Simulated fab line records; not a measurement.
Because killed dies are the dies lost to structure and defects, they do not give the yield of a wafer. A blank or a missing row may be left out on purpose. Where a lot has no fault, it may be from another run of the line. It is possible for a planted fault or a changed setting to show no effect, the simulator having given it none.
Which of the tools did it? :: flow n5 finfet :: Sampling: 8 lots, 22 wafers, 7 of 1938 route steps

== WHAT EACH GAUGE READ, for each wafer ==
N5_BEOL_M4_RC_MEAS_101. Usual: DIBL_N 35.1 mV/V, standard deviation 1.6; DIBL_P 34.9 mV/V, standard deviation 1.8; IOFF_N 0.143 nA/um, standard deviation 0.026; IOFF_P 0.21 nA/um, standard deviation 0.037; ION_N 671 uA/um, standard deviation 11; ION_P 463 uA/um, standard deviation 7.8; SS_N 71.2 mV/dec, standard deviation 0.58; SS_P 73.0 mV/dec, standard deviation 0.54; VT_N 251 mV, standard deviation 3; VT_P -250 mV, standard deviation 4.1.
lot: L248
measured: day 11 08:31
on: prober-02
DIBL_N (mV/V): 35.2 36.0 34.7
DIBL_P (mV/V): 34.4 35.8 34.0
IOFF_N (nA/um): 0.143 0.156 0.136
IOFF_P (nA/um): 0.19 0.21 0.19
ION_N (uA/um): 676 678 671
ION_P (uA/um): 462 466 462
SS_N (mV/dec): 71.2 72.0 71.2
SS_P (mV/dec): 73.3 74.1 73.2
VT_N (mV): 252 249 251
VT_P (mV): -253 -250 -253
flag: 

lot: L251
measured: day 11 23:14
on: prober-02
DIBL_N (mV/V): 36.7 38.4 38.0
DIBL_P (mV/V): 36.5 37.9 37.9
IOFF_N (nA/um): 0.161 0.194 0.191
IOFF_P (nA/um): 0.26 0.30 0.30
ION_N (uA/um): 684 687 692
ION_P (uA/um): 474 478 478
SS_N (mV/dec): 71.2 72.3 71.5
SS_P (mV/dec): 73.9 73.7 73.6
VT_N (mV): 250 246 248
VT_P (mV): -244 -242 -239
flag: 

lot: L254
measured: day 13 04:05
on: prober-01
DIBL_N (mV/V): 34.3 37.8 39.0
DIBL_P (mV/V): 32.9 37.6 37.7
IOFF_N (nA/um): 0.113 0.182 0.201
IOFF_P (nA/um): 0.21 0.30 0.29
ION_N (uA/um): 654 681 676
ION_P (uA/um): 457 475 466
SS_N (mV/dec): 70.6 71.5 72.7
SS_P (mV/dec): 72.9 73.5 74.2
VT_N (mV): 259 249 249
VT_P (mV): -250 -243 -243
flag: 

lot: L257
measured: day 13 23:04
on: prober-01
DIBL_N (mV/V): 34.1 34.5 34.7
DIBL_P (mV/V): 34.2 33.9 36.2
IOFF_N (nA/um): 0.138 0.140 0.165
IOFF_P (nA/um): 0.20 0.19 0.24
ION_N (uA/um): 668 670 696
ION_P (uA/um): 462 459 477
SS_N (mV/dec): 70.5 71.0 71.9
SS_P (mV/dec): 73.2 73.2 73.1
VT_N (mV): 251 253 246
VT_P (mV): -247 -249 -246
flag: 

lot: L258
measured: day 14 05:44
on: prober-01
DIBL_N (mV/V): 33.6 36.4 33.3
DIBL_P (mV/V): 33.2 36.0 32.2
IOFF_N (nA/um): 0.113 0.156 0.106
IOFF_P (nA/um): 0.18 0.22 0.16
ION_N (uA/um): 655 676 656
ION_P (uA/um): 462 475 455
SS_N (mV/dec): 70.6 71.6 70.8
SS_P (mV/dec): 72.5 73.7 71.9
VT_N (mV): 253 252 255
VT_P (mV): -249 -248 -252
flag: 

lot: L259
measured: day 14 18:48
on: prober-01
DIBL_N (mV/V): 34.3 37.4 36.3
DIBL_P (mV/V): 33.8 38.1 36.9
IOFF_N (nA/um): 0.121 0.175 0.154
IOFF_P (nA/um): 0.19 0.26 0.23
ION_N (uA/um): 656 675 674
ION_P (uA/um): 450 472 472
SS_N (mV/dec): 71.3 71.4 71.2
SS_P (mV/dec): 72.6 73.6 72.7
VT_N (mV): 253 249 251
VT_P (mV): -251 -247 -250
flag: 

== TOOL THAT RAN EACH LOT (tool first, then ch and the chambers of the sampled wafers, then the start) ==
lot: L244
N5_GATE_CUT_VAPOR_ETCH_60: rie metal-03 ch 0,1, day 5 20:00
N5_GATE_CUT_ETCH_36: rie diel-03 ch 0,2,3, day 5 23:39
N5_GATE_CUT_ETCH_37: rie diel-03 ch 0,2,3, day 5 23:40
N5_GATE_CUT_HM_OPEN_40: rie diel-03 ch 0,2,3, day 5 23:46
N5_GATE_CUT_ETCH_47: rie metal-01 ch 1, day 6 00:10
N5_GATE_CUT_VAPOR_ETCH_49: rie metal-01 ch 1, day 6 00:14

lot: L246
N5_GATE_CUT_VAPOR_ETCH_60: rie metal-03 ch 1, day 6 02:33
N5_GATE_CUT_ETCH_36: rie diel-01 ch 3, day 6 06:12
N5_GATE_CUT_ETCH_37: rie diel-01 ch 3, day 6 06:14
N5_GATE_CUT_HM_OPEN_40: rie diel-01 ch 3, day 6 06:19
N5_GATE_CUT_ETCH_47: rie metal-01 ch 0, day 6 06:41
N5_GATE_CUT_VAPOR_ETCH_49: rie metal-01 ch 0, day 6 06:45

lot: L248
N5_GATE_CUT_VAPOR_ETCH_60: rie metal-03 ch 0,1, day 6 19:10
N5_GATE_CUT_ETCH_36: rie diel-01 ch 1,3, day 6 22:49
N5_GATE_CUT_ETCH_37: rie diel-01 ch 1,3, day 6 22:51
N5_GATE_CUT_HM_OPEN_40: rie diel-01 ch 1,3, day 6 22:56
N5_GATE_CUT_ETCH_47: rie metal-02 ch 0, day 6 23:19
N5_GATE_CUT_VAPOR_ETCH_49: rie metal-02 ch 0, day 6 23:22

lot: L251
N5_GATE_CUT_VAPOR_ETCH_60: rie metal-03 ch 0,1, day 7 08:26
N5_GATE_CUT_ETCH_36: rie diel-03 ch 0,1,3, day 7 12:02
N5_GATE_CUT_ETCH_37: rie diel-03 ch 0,1,3, day 7 12:04
N5_GATE_CUT_HM_OPEN_40: rie diel-03 ch 0,1,3, day 7 12:09
N5_GATE_CUT_ETCH_47: rie metal-03 ch 0,1, day 7 12:32
N5_GATE_CUT_VAPOR_ETCH_49: rie metal-03 ch 0,1, day 7 12:35

lot: L254
N5_GATE_CUT_VAPOR_ETCH_60: rie metal-01 ch 0,1, day 8 01:48
N5_GATE_CUT_ETCH_36: rie diel-02 ch 0,1,3, day 8 05:32
N5_GATE_CUT_ETCH_37: rie diel-02 ch 0,1,3, day 8 05:34
N5_GATE_CUT_HM_OPEN_40: rie diel-02 ch 0,1,3, day 8 05:38
N5_GATE_CUT_ETCH_47: rie metal-03 ch 0,1, day 8 06:01
N5_GATE_CUT_VAPOR_ETCH_49: rie metal-03 ch 0,1, day 8 06:05

lot: L257
N5_GATE_CUT_VAPOR_ETCH_60: rie metal-02 ch 0,1, day 9 01:21
N5_GATE_CUT_ETCH_36: rie diel-03 ch 2,3, day 9 05:08
N5_GATE_CUT_ETCH_37: rie diel-03 ch 2,3, day 9 05:09
N5_GATE_CUT_HM_OPEN_40: rie diel-03 ch 2,3, day 9 05:14
N5_GATE_CUT_ETCH_47: rie metal-01 ch 0,1, day 9 05:37
N5_GATE_CUT_VAPOR_ETCH_49: rie metal-01 ch 0,1, day 9 05:41

lot: L258
N5_GATE_CUT_VAPOR_ETCH_60: rie metal-03 ch 0,1, day 9 03:52
N5_GATE_CUT_ETCH_36: rie diel-03 ch 1,2,3, day 9 07:49
N5_GATE_CUT_ETCH_37: rie diel-03 ch 1,2,3, day 9 07:50
N5_GATE_CUT_HM_OPEN_40: rie diel-03 ch 1,2,3, day 9 07:55
N5_GATE_CUT_ETCH_47: rie metal-03 ch 0,1, day 9 08:18
N5_GATE_CUT_VAPOR_ETCH_49: rie metal-03 ch 0,1, day 9 08:22

lot: L259
N5_GATE_CUT_VAPOR_ETCH_60: rie metal-01 ch 0,1, day 9 11:18
N5_GATE_CUT_ETCH_36: rie diel-03 ch 0,2,3, day 9 15:34
N5_GATE_CUT_ETCH_37: rie diel-03 ch 0,2,3, day 9 15:35
N5_GATE_CUT_HM_OPEN_40: rie diel-03 ch 0,2,3, day 9 15:40
N5_GATE_CUT_ETCH_47: rie metal-01 ch 0,1, day 9 16:03
N5_GATE_CUT_VAPOR_ETCH_49: rie metal-01 ch 0,1, day 9 16:07
- N5_GATE_CUT_VAPOR_ETCH_60: etches HfO2 in BCl3/Cl2.
- N5_GATE_CUT_ETCH_36: etches SiARC in CF4, target depth 13 nm, time 21.7 s.
- N5_GATE_CUT_ETCH_37: etches SOC in N2/H2, target depth 60 nm, overetch 12 nm, time 90 s.
- N5_GATE_CUT_HM_OPEN_40: chemistry C4F6/O2, target SiO2, target depth 139 nm, time 85.1 s.
- N5_GATE_CUT_ETCH_47: etches SiO2 in Cl2/BCl3, target depth 10 nm.
- N5_GATE_CUT_VAPOR_ETCH_49: etches TiAlC in BCl3/Cl2.

== WHAT THE TOOLS THEMSELVES READ (means of the sampled wafers that have a number; where no wafer has one, the mark that the record gives instead) ==
N5_GATE_CUT_VAPOR_ETCH_60. Usual: drypump motor current A 5.8 A, standard deviation 0.51; he backside leak sccm 3.5 sccm, standard deviation 0.46; oes product au 0.82 a.u., standard deviation 0.12.
lot: L244
tool: rie metal-03
drypump motor current A (A): 6.1
he backside leak sccm (sccm): 3.4
oes product au (a.u.): 0.88
flag: 

lot: L246
tool: rie metal-03
drypump motor current A (A): 5.5
he backside leak sccm (sccm): 3.4
oes product au (a.u.): 0.93
flag: 

lot: L248
tool: rie metal-03
drypump motor current A (A): 5.8
he backside leak sccm (sccm): 4.6
oes product au (a.u.): 0.91
flag: 

lot: L251
tool: rie metal-03
drypump motor current A (A): 6.1
he backside leak sccm (sccm): 3.3
oes product au (a.u.): 0.88
flag: 

lot: L254
tool: rie metal-01
drypump motor current A (A): 5.7
he backside leak sccm (sccm): 3.5
oes product au (a.u.): 0.62
flag: 

lot: L257
tool: rie metal-02
drypump motor current A (A): 5.6
he backside leak sccm (sccm): 3.3
oes product au (a.u.): 0.80
flag: 

lot: L258
tool: rie metal-03
drypump motor current A (A): 6.1
he backside leak sccm (sccm): 3.5
oes product au (a.u.): 0.86
flag: 

lot: L259
tool: rie metal-01
drypump motor current A (A): 5.7
he backside leak sccm (sccm): 3.5
oes product au (a.u.): 0.62
flag: 

N5_GATE_CUT_ETCH_36. Usual: bias w 35.97 W, standard deviation 0.1; cf4 flow sccm 99.98 sccm, standard deviation 0.26; drypump motor current A 5.6 A, standard deviation 0.35; etch rf on time s 21.6 s, standard deviation 0.43; oes product au 0.67 a.u., standard deviation 0.07; rf vpp V 184.3 V, standard deviation 1.2; showerhead plenum p Torr 2.15 Torr, standard deviation 0.071; throttle valve pct 15.78 %, standard deviation 0.22.
lot: L244
tool: rie diel-03
bias w (W): -
cf4 flow sccm (sccm): -
drypump motor current A (A): -
etch rf on time s (s): -
oes product au (a.u.): -
rf vpp V (V): -
showerhead plenum p Torr (Torr): -
throttle valve pct (%): -
flag: OFF

lot: L246
tool: rie diel-01
bias w (W): -
cf4 flow sccm (sccm): -
drypump motor current A (A): -
etch rf on time s (s): -
oes product au (a.u.): -
rf vpp V (V): -
showerhead plenum p Torr (Torr): -
throttle valve pct (%): -
flag: OFF

lot: L248
tool: rie diel-01
bias w (W): 35.86
cf4 flow sccm (sccm): 100.03
drypump motor current A (A): 6.3
etch rf on time s (s): 21.3
oes product au (a.u.): 0.64
rf vpp V (V): 182.9
showerhead plenum p Torr (Torr): 2.08
throttle valve pct (%): 15.73
flag: 

lot: L251
tool: rie diel-03
bias w (W): 35.95
cf4 flow sccm (sccm): 100.05
drypump motor current A (A): 5.6
etch rf on time s (s): 21.5
oes product au (a.u.): 0.63
rf vpp V (V): 183.2
showerhead plenum p Torr (Torr): 2.09
throttle valve pct (%): 15.90
flag: 

lot: L254
tool: rie diel-02
bias w (W): 35.98
cf4 flow sccm (sccm): 99.99
drypump motor current A (A): 5.5
etch rf on time s (s): 21.8
oes product au (a.u.): 0.72
rf vpp V (V): 184.8
showerhead plenum p Torr (Torr): 2.20
throttle valve pct (%): 15.59
flag: 

lot: L257
tool: rie diel-03
bias w (W): 36.03
cf4 flow sccm (sccm): 99.88
drypump motor current A (A): 5.5
etch rf on time s (s): 21.8
oes product au (a.u.): 0.63
rf vpp V (V): 183.1
showerhead plenum p Torr (Torr): 2.13
throttle valve pct (%): 15.97
flag: 

lot: L258
tool: rie diel-03
bias w (W): 35.97
cf4 flow sccm (sccm): 99.76
drypump motor current A (A): 5.6
etch rf on time s (s): 21.4
oes product au (a.u.): 0.70
rf vpp V (V): 185.4
showerhead plenum p Torr (Torr): 2.17
throttle valve pct (%): 15.83
flag: 

lot: L259
tool: rie diel-03
bias w (W): 35.95
cf4 flow sccm (sccm): 100.02
drypump motor current A (A): 5.4
etch rf on time s (s): 21.8
oes product au (a.u.): 0.63
rf vpp V (V): 184.3
showerhead plenum p Torr (Torr): 2.13
throttle valve pct (%): 15.88
flag: 

N5_GATE_CUT_ETCH_37. Usual: bias w 150.0 W, standard deviation 0.44; chamber pressure mTorr 29.999 mTorr, standard deviation 0.027; drypump motor current A 5.6 A, standard deviation 0.35; oes product au 0.70 a.u., standard deviation 0.071; rf vpp V 524.2 V, standard deviation 2.7; showerhead plenum p Torr 2.55 Torr, standard deviation 0.088; throttle valve pct 18.02 %, standard deviation 0.22.
lot: L244
tool: rie diel-03
bias w (W): 150.1
chamber pressure mTorr (mTorr): 29.979
drypump motor current A (A): 5.4
oes product au (a.u.): 0.29
rf vpp V (V): 524.2
showerhead plenum p Torr (Torr): 2.54
throttle valve pct (%): 18.01
flag: OFF

lot: L246
tool: rie diel-01
bias w (W): 149.4
chamber pressure mTorr (mTorr): 30.023
drypump motor current A (A): 6.5
oes product au (a.u.): 0.28
rf vpp V (V): 520.6
showerhead plenum p Torr (Torr): 2.44
throttle valve pct (%): 17.93
flag: OFF

lot: L248
tool: rie diel-01
bias w (W): 149.6
chamber pressure mTorr (mTorr): 29.986
drypump motor current A (A): 6.3
oes product au (a.u.): 0.66
rf vpp V (V): 521.8
showerhead plenum p Torr (Torr): 2.47
throttle valve pct (%): 18.06
flag: 

lot: L251
tool: rie diel-03
bias w (W): 149.9
chamber pressure mTorr (mTorr): 30.013
drypump motor current A (A): 5.6
oes product au (a.u.): 0.65
rf vpp V (V): 522.6
showerhead plenum p Torr (Torr): 2.49
throttle valve pct (%): 18.20
flag: 

lot: L254
tool: rie diel-02
bias w (W): 150.1
chamber pressure mTorr (mTorr): 30.002
drypump motor current A (A): 5.5
oes product au (a.u.): 0.75
rf vpp V (V): 525.6
showerhead plenum p Torr (Torr): 2.61
throttle valve pct (%): 17.80
flag: 

lot: L257
tool: rie diel-03
bias w (W): 149.7
chamber pressure mTorr (mTorr): 30.007
drypump motor current A (A): 5.5
oes product au (a.u.): 0.66
rf vpp V (V): 524.0
showerhead plenum p Torr (Torr): 2.52
throttle valve pct (%): 18.16
flag: 

lot: L258
tool: rie diel-03
bias w (W): 150.1
chamber pressure mTorr (mTorr): 30.039
drypump motor current A (A): 5.6
oes product au (a.u.): 0.72
rf vpp V (V): 525.4
showerhead plenum p Torr (Torr): 2.58
throttle valve pct (%): 18.05
flag: 

lot: L259
tool: rie diel-03
bias w (W): 149.9
chamber pressure mTorr (mTorr): 30.008
drypump motor current A (A): 5.4
oes product au (a.u.): 0.66
rf vpp V (V): 523.6
showerhead plenum p Torr (Torr): 2.52
throttle valve pct (%): 18.11
flag: 

N5_GATE_CUT_HM_OPEN_40. Usual: O2_flow_sccm 10.00 sccm, standard deviation 0.031; drypump motor current A 5.6 A, standard deviation 0.35; etch rf on time s 92.8 s, standard deviation 1.8; oes product au 0.70 a.u., standard deviation 0.074; rf vpp V 668 V, standard deviation 11; showerhead plenum p Torr 2.86 Torr, standard deviation 0.097; throttle valve pct 21.12 %, standard deviation 0.23.
lot: L244
tool: rie diel-03
O2_flow_sccm (sccm): 9.99
drypump motor current A (A): 5.4
etch rf on time s (s): 212.8
oes product au (a.u.): 0.29
rf vpp V (V): 663
showerhead plenum p Torr (Torr): 2.85
throttle valve pct (%): 20.98
flag: OFF

lot: L246
tool: rie diel-01
O2_flow_sccm (sccm): 10.02
drypump motor current A (A): 6.4
etch rf on time s (s): 212.8
oes product au (a.u.): 0.28
rf vpp V (V): 671
showerhead plenum p Torr (Torr): 2.71
throttle valve pct (%): 20.73
flag: OFF

lot: L248
tool: rie diel-01
O2_flow_sccm (sccm): 10.01
drypump motor current A (A): 6.3
etch rf on time s (s): 93.1
oes product au (a.u.): 0.67
rf vpp V (V): 670
showerhead plenum p Torr (Torr): 2.75
throttle valve pct (%): 21.03
flag: 

lot: L251
tool: rie diel-03
O2_flow_sccm (sccm): 9.98
drypump motor current A (A): 5.6
etch rf on time s (s): 92.5
oes product au (a.u.): 0.66
rf vpp V (V): 669
showerhead plenum p Torr (Torr): 2.79
throttle valve pct (%): 21.23
flag: 

lot: L254
tool: rie diel-02
O2_flow_sccm (sccm): 9.99
drypump motor current A (A): 5.5
etch rf on time s (s): 94.2
oes product au (a.u.): 0.76
rf vpp V (V): 676
showerhead plenum p Torr (Torr): 2.92
throttle valve pct (%): 20.95
flag: 

lot: L257
tool: rie diel-03
O2_flow_sccm (sccm): 10.00
drypump motor current A (A): 5.5
etch rf on time s (s): 93.3
oes product au (a.u.): 0.67
rf vpp V (V): 656
showerhead plenum p Torr (Torr): 2.83
throttle valve pct (%): 21.29
flag: 

lot: L258
tool: rie diel-03
O2_flow_sccm (sccm): 10.01
drypump motor current A (A): 5.6
etch rf on time s (s): 92.4
oes product au (a.u.): 0.73
rf vpp V (V): 668
showerhead plenum p Torr (Torr): 2.89
throttle valve pct (%): 21.18
flag: 

lot: L259
tool: rie diel-03
O2_flow_sccm (sccm): 10.00
drypump motor current A (A): 5.4
etch rf on time s (s): 92.0
oes product au (a.u.): 0.67
rf vpp V (V): 663
showerhead plenum p Torr (Torr): 2.84
throttle valve pct (%): 21.22
flag: 

N5_GATE_CUT_ETCH_47. Usual: bcl3 flow sccm 21.75 sccm, standard deviation 0.058; bias w 126.0 W, standard deviation 0.33; drypump motor current A 5.7 A, standard deviation 0.48; oes product au 0.76 a.u., standard deviation 0.12; throttle valve pct 22.78 %, standard deviation 0.22.
lot: L244
tool: rie metal-01
bcl3 flow sccm (sccm): 21.67
bias w (W): 125.8
drypump motor current A (A): 4.9
oes product au (a.u.): 0.63
throttle valve pct (%): 23.04
flag: 

lot: L246
tool: rie metal-01
bcl3 flow sccm (sccm): 21.84
bias w (W): 126.2
drypump motor current A (A): 6.1
oes product au (a.u.): 0.63
throttle valve pct (%): 22.92
flag: 

lot: L248
tool: rie metal-02
bcl3 flow sccm (sccm): 21.76
bias w (W): 125.8
drypump motor current A (A): 5.4
oes product au (a.u.): 0.87
throttle valve pct (%): 22.79
flag: 

lot: L251
tool: rie metal-03
bcl3 flow sccm (sccm): 21.71
bias w (W): 126.0
drypump motor current A (A): 6.1
oes product au (a.u.): 0.88
throttle valve pct (%): 22.76
flag: 

lot: L254
tool: rie metal-03
bcl3 flow sccm (sccm): 21.68
bias w (W): 125.9
drypump motor current A (A): 5.8
oes product au (a.u.): 0.89
throttle valve pct (%): 22.64
flag: 

lot: L257
tool: rie metal-01
bcl3 flow sccm (sccm): 21.71
bias w (W): 125.6
drypump motor current A (A): 5.7
oes product au (a.u.): 0.62
throttle valve pct (%): 22.96
flag: 

lot: L258
tool: rie metal-03
bcl3 flow sccm (sccm): 21.71
bias w (W): 125.8
drypump motor current A (A): 6.1
oes product au (a.u.): 0.85
throttle valve pct (%): 22.76
flag: 

lot: L259
tool: rie metal-01
bcl3 flow sccm (sccm): 21.77
bias w (W): 125.9
drypump motor current A (A): 5.3
oes product au (a.u.): 0.61
throttle valve pct (%): 23.01
flag: 

N5_GATE_CUT_VAPOR_ETCH_49. Usual: drypump motor current A 5.7 A, standard deviation 0.48; he backside leak sccm 3.40 sccm, standard deviation 0.25; oes product au 0.77 a.u., standard deviation 0.12.
lot: L244
tool: rie metal-01
drypump motor current A (A): 4.9
he backside leak sccm (sccm): 3.61
oes product au (a.u.): 0.64
flag: 

lot: L246
tool: rie metal-01
drypump motor current A (A): 6.1
he backside leak sccm (sccm): 3.31
oes product au (a.u.): 0.62
flag: 

lot: L248
tool: rie metal-02
drypump motor current A (A): 5.4
he backside leak sccm (sccm): 3.11
oes product au (a.u.): 0.87
flag: 

lot: L251
tool: rie metal-03
drypump motor current A (A): 6.1
he backside leak sccm (sccm): 3.25
oes product au (a.u.): 0.88
flag: 

lot: L254
tool: rie metal-03
drypump motor current A (A): 5.8
he backside leak sccm (sccm): 3.32
oes product au (a.u.): 0.89
flag: 

lot: L257
tool: rie metal-01
drypump motor current A (A): 5.7
he backside leak sccm (sccm): 3.46
oes product au (a.u.): 0.62
flag: 

lot: L258
tool: rie metal-03
drypump motor current A (A): 6.1
he backside leak sccm (sccm): 3.42
oes product au (a.u.): 0.86
flag: 

lot: L259
tool: rie metal-01
drypump motor current A (A): 5.3
he backside leak sccm (sccm): 3.53
oes product au (a.u.): 0.62
flag: 

== THE ANSWER, worked out from the rows above alone ==
Rule: a lot is off if the mean of its wafers that have a number lies more than 3 standard deviations from the usual mean. Also off: a lot with no number at a reading for which 4 or more lots have one. All remaining lots with rows at the step are treated as sound. First the gauges in route order, then the tools' own readings, where a lot's mean is used as printed above. At the first step where some lot is off, the reading lying furthest off is the one used; lots without a number count as furthest.
Off: L244, L246, at N5_GATE_CUT_ETCH_36 (bias w). Without a number there: L244, L246.
A tool fits if, at that step or a process step before it, it ran every lot that is off, and no sound lot after the first of them. No candidate that was tried fits.

== WHAT HAD BEEN PUT IN BY THE SIMULATOR ==
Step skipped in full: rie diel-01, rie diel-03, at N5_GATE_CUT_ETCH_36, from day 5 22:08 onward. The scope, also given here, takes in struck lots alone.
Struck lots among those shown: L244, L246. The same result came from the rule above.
